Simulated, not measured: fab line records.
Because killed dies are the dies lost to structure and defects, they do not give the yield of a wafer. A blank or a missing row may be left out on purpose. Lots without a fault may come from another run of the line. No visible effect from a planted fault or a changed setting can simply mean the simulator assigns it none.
Which of the tools did it? | flow nand harc | Sampling: 12 lots, 36 wafers, 3 of 1302 route steps

## WHAT THE GAUGES READ, wafer by wafer
NHARC_P_M2_INSPECT_11.
lot  | measured     | on                | raw defect count
L075 | day 7 01:40  | defect inspect-02 | 4 4 3
L077 | day 7 14:29  | defect inspect-02 | 1 0 2
L079 | day 8 08:10  | defect inspect-02 | 9 6 8
L081 | day 9 04:43  | defect inspect-02 | 6 5 7
L083 | day 10 01:49 | defect inspect-02 | 6 7 1
L085 | day 11 09:12 | defect inspect-01 | 4 11 6
L087 | day 11 18:19 | defect inspect-01 | 2 2 4
L089 | day 12 22:49 | defect inspect-02 | 3 3 3
L091 | day 13 12:25 | defect inspect-02 | 5 4 8
L093 | day 14 02:59 | defect inspect-02 | 5 4 4
L095 | day 15 02:53 | defect inspect-02 | 6 2 6
L097 | day 16 04:45 | defect inspect-01 | 9 10 4

## WHICH TOOL RAN EACH LOT (tool, then ch and the chambers of the sampled wafers, then the start)
lot  | NHARC_P_M0_PVD_21                       | NHARC_P_M1_ETCH_28
L075 | pvd sputter-01, day 7 01:40 or earlier  | rie diel-11 ch 0,1,3, day 7 01:40 or earlier
L077 | pvd sputter-03, day 7 14:29 or earlier  | rie diel-11 ch 1,2,3, day 7 14:29 or earlier
L079 | pvd sputter-02, day 8 08:10 or earlier  | rie diel-11 ch 1,2, day 8 08:10 or earlier
L081 | pvd sputter-02, day 9 04:43 or earlier  | rie diel-01 ch 2,3, day 9 04:43 or earlier
L083 | pvd sputter-03, day 10 01:49 or earlier | rie diel-01 ch 0,2,3, day 10 01:49 or earlier
L085 | pvd sputter-02, day 11 09:12 or earlier | rie diel-11 ch 0,1,2, day 11 09:12 or earlier
L087 | pvd sputter-01, day 11 18:19 or earlier | rie diel-11 ch 0,1,2, day 11 18:19 or earlier
L089 | pvd sputter-01, day 12 22:49 or earlier | rie diel-12 ch 0,1,3, day 12 22:49 or earlier
L091 | pvd sputter-03, day 13 12:25 or earlier | rie diel-01 ch 2,3, day 13 12:25 or earlier
L093 | pvd sputter-02, day 14 02:59 or earlier | rie diel-11 ch 0,2, day 14 02:59 or earlier
L095 | pvd sputter-02, day 15 02:53 or earlier | rie diel-11 ch 0,2,3, day 15 02:53 or earlier
L097 | pvd sputter-01, day 16 04:45 or earlier | rie diel-01 ch 0,1,3, day 16 04:45 or earlier
- NHARC_P_M0_PVD_21: deposits Cu, target thk 30 nm, time 20.49 s.
- NHARC_P_M1_ETCH_28: etches the open film in CF4/N2, target depth 30 nm, time 72.99 s.

## THE ANSWER, worked out from the rows above alone
Rule: the lots themselves supply what counts as usual. The widest of any qualifying gaps counts: lots, ordered by their means at a reading, are off when they make up no more than a third of the lots, leave a main group of 4 or more, and stand apart from it by 3 or more times the standard deviation of that group's means. A main group whose means are all the same, to the digits that the tables above print for the reading, isn't used. Also off: a lot with no number at a reading for which 4 or more lots have one. All remaining lots with rows at the step are treated as sound.
No lot is off on any of the readings shown, so nothing can be concluded from this.

## WHAT HAD BEEN PUT IN BY THE SIMULATOR
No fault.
